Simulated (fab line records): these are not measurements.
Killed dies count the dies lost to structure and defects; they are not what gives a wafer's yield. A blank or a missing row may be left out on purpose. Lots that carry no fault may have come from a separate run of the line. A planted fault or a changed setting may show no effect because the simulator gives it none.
Which of the tools did it?    flow nand-harc    12 lots, 36 wafers sampled, at 5 steps of a route of 1302

WHAT THE GAUGES READ, wafer by wafer
NHARC_END_SORT_01.
lot   measured      on         killed-at-array  killed-at-other  killed-at-periphery  killed-dies  killed-open  killed-short
L513  day 30 16:12  prober-02  94 104 92        1 0 0            6 5 3                101 109 95   5 4 0        3 1 3

WHAT TOOL EACH LOT RAN ON (gives the tool, then ch and the chambers of the sampled wafers, and finally the start)
lot   NHARC_A_WL_FILL_ETCHBACK_04        NHARC_A_WL_FILL_ETCHBACK_05        NHARC_A_WL_FILL_ETCHBACK_16                    NHARC_A_WL_FILL_ETCHBACK_17
L499  rie-metal-01 ch 0,1, day 20 11:28  rie-metal-01 ch 0,1, day 20 11:46  rie-diel-03 ch 2,3, day 20 19:28 or earlier    rie-metal-03 ch 0,1, day 20 19:28
L505  rie-metal-03 ch 0,1, day 22 03:18  rie-metal-03 ch 0,1, day 22 03:32  rie-diel-07 ch 0,1,2, day 22 13:57 or earlier  rie-metal-03 ch 0,1, day 22 13:57
L504  rie-metal-01 ch 0,1, day 23 01:59  rie-metal-01 ch 0,1, day 23 02:14  rie-diel-13 ch 0,2,3, day 23 13:58 or earlier  rie-metal-02 ch 1, day 23 13:58
L507  rie-metal-01 ch 0,1, day 23 22:02  rie-metal-01 ch 0,1, day 23 22:16  rie-diel-07 ch 2,3, day 24 08:35 or earlier    rie-metal-03 ch 0,1, day 24 08:35
L509  rie-metal-01 ch 0,1, day 24 22:46  rie-metal-01 ch 0,1, day 24 22:56  rie-diel-13 ch 1,2, day 25 09:15 or earlier    rie-metal-02 ch 0,1, day 25 09:15
L511  rie-metal-01 ch 0,1, day 25 18:25  rie-metal-01 ch 0,1, day 25 18:37  rie-diel-03 ch 0,2,3, day 26 06:30 or earlier  rie-metal-01 ch 0,1, day 26 06:30
L513  rie-metal-03 ch 0,1, day 26 10:50  rie-metal-03 ch 0,1, day 26 11:02  rie-diel-03 ch 0,1, day 26 21:36 or earlier    rie-metal-01 ch 0,1, day 26 21:36
L515  rie-metal-02 ch 0,1, day 27 03:03  rie-metal-02 ch 0,1, day 27 03:17  rie-diel-07 ch 0,1,3, day 27 13:39 or earlier  rie-metal-03 ch 0,1, day 27 13:39
L516  rie-metal-03 ch 0,1, day 27 04:40  rie-metal-03 ch 0,1, day 27 04:53  rie-diel-13 ch 0,1,2, day 27 14:13 or earlier  rie-metal-01 ch 0,1, day 27 14:13
L520  rie-metal-02 ch 0,1, day 28 21:02  rie-metal-02 ch 0,1, day 28 21:17  rie-diel-03 ch 1,3, day 29 09:14 or earlier    rie-metal-02 ch 0,1, day 29 09:14
L519  rie-metal-03 ch 0,1, day 28 21:07  rie-metal-03 ch 0,1, day 28 21:19  rie-diel-07 ch 1,2, day 29 07:55 or earlier    rie-metal-01 ch 0,1, day 29 07:55
L522  rie-metal-01 ch 0,1, day 29 04:13  rie-metal-01 ch 0,1, day 29 04:28  rie-diel-13 ch 0,1,3, day 29 14:20 or earlier  rie-metal-01 ch 0,1, day 29 14:20
- NHARC_A_WL_FILL_ETCHBACK_04: etches the open film in NF3, target depth 60 nm, time 120 s.
- NHARC_A_WL_FILL_ETCHBACK_05: etches the open film in Cl2/BCl3, target depth 22 nm, time 60 s.
- NHARC_A_WL_FILL_ETCHBACK_16: etches the open film in C4F8/O2/Ar, target depth 120 nm, time 24 s.
- NHARC_A_WL_FILL_ETCHBACK_17: etches the open film in Cl2/BCl3, target depth 4 nm, time 26.7 s.

AS READ BY THE TOOLS THEMSELVES (means over the sampled wafers that have a number; for cases with no such wafer, the mark the record gives instead)
NHARC_A_WL_FILL_ETCHBACK_04.
lot   tool          drypump-motor-current-A (A)  oes-product-au (a.u.)  run-length-s (s)
L499  rie-metal-01  5.1                          0.999                  141.3
L505  rie-metal-03  6.0                          0.994                  141.0
L504  rie-metal-01  5.0                          1.011                  141.0
L507  rie-metal-01  5.3                          1.017                  141.1
L509  rie-metal-01  5.3                          1.017                  150.6
L511  rie-metal-01  5.1                          1.013                  150.7
L513  rie-metal-03  6.0                          0.980                  140.8
L515  rie-metal-02  6.3                          0.995                  141.8
L516  rie-metal-03  6.2                          0.987                  141.0
L520  rie-metal-02  5.9                          1.000                  141.6
L519  rie-metal-03  6.2                          0.987                  141.1
L522  rie-metal-01  5.3                          1.006                  141.3

NHARC_A_WL_FILL_ETCHBACK_05.
lot   tool          drypump-motor-current-A (A)  oes-product-au (a.u.)  run-length-s (s)
L499  rie-metal-01  5.1                          0.997                  81.1
L505  rie-metal-03  6.0                          0.992                  80.9
L504  rie-metal-01  5.1                          1.009                  81.2
L507  rie-metal-01  5.3                          1.012                  81.2
L509  rie-metal-01  5.1                          1.012                  81.1
L511  rie-metal-01  5.1                          1.015                  81.2
L513  rie-metal-03  6.0                          0.987                  80.9
L515  rie-metal-02  5.8                          1.012                  81.7
L516  rie-metal-03  6.2                          0.980                  81.0
L520  rie-metal-02  6.3                          0.996                  81.8
L519  rie-metal-03  6.2                          0.986                  81.1
L522  rie-metal-01  5.3                          1.004                  81.2

NHARC_A_WL_FILL_ETCHBACK_16.
lot   tool         bias-w (W)  oes-product-au (a.u.)  rf-vpp-V (V)  run-length-s (s)
L499  rie-diel-03  797.5       1.01                   728           45.1
L505  rie-diel-07  800.0       0.99                   720           45.3
L504  rie-diel-13  800.0       1.02                   721           45.4
L507  rie-diel-07  798.3       1.01                   729           45.9
L509  rie-diel-13  799.3       1.02                   722           45.6
L511  rie-diel-03  800.4       1.01                   728           45.1
L513  rie-diel-03  800.5       0.96                   725           45.2
L515  rie-diel-07  800.5       1.01                   721           45.6
L516  rie-diel-13  802.1       1.01                   721           45.5
L520  rie-diel-03  800.0       1.01                   728           45.2
L519  rie-diel-07  803.6       1.01                   725           45.0
L522  rie-diel-13  800.2       0.99                   719           45.4

NHARC_A_WL_FILL_ETCHBACK_17.
lot   tool          drypump-motor-current-A (A)  oes-product-au (a.u.)  run-length-s (s)
L499  rie-metal-03  6.1                          0.997                  47.9
L505  rie-metal-03  6.0                          0.991                  47.7
L504  rie-metal-02  6.7                          0.989                  49.1
L507  rie-metal-03  6.2                          0.995                  48.1
L509  rie-metal-02  6.3                          0.997                  48.6
L511  rie-metal-01  5.3                          1.009                  47.6
L513  rie-metal-01  5.1                          1.016                  47.9
L515  rie-metal-03  6.2                          0.989                  47.8
L516  rie-metal-01  5.3                          1.007                  48.0
L520  rie-metal-02  5.9                          1.002                  48.3
L519  rie-metal-01  5.1                          1.010                  48.0
L522  rie-metal-01  5.3                          0.998                  47.8

THE ANSWER, worked out from the rows above alone
Rule: the lots themselves supply what counts as usual. The widest of any qualifying gaps counts: lots, ordered by their means at a reading, are off when they make up no more than a third of the lots, leave a main group of 4 or more, and stand apart from it by 3 or more times the standard deviation of that group's means. A main group is skipped when, at the precision printed for the reading in the tables above, its means are all equal. A lot without any number at a reading at which 4 lots or more have one is off too. All remaining lots with rows at the step are treated as sound. The gauges are gone through in route order, then the tools' own readings, and for those a lot's mean is taken as printed above. The first step at which some lot is off is used, and at that step the reading that is off furthest; a lot without a number counts as furthest.
Off: L509, L511 (NHARC_A_WL_FILL_ETCHBACK_04, run-length-s). For the main group the mean is 141.2 s and the standard deviation 0.29.
If a tool, at that step or one of the process steps before it, ran each lot that is off and ran no sound lot following the first of them, it fits. None of those tried fits.

WHAT WAS PUT IN BY THE SIMULATOR
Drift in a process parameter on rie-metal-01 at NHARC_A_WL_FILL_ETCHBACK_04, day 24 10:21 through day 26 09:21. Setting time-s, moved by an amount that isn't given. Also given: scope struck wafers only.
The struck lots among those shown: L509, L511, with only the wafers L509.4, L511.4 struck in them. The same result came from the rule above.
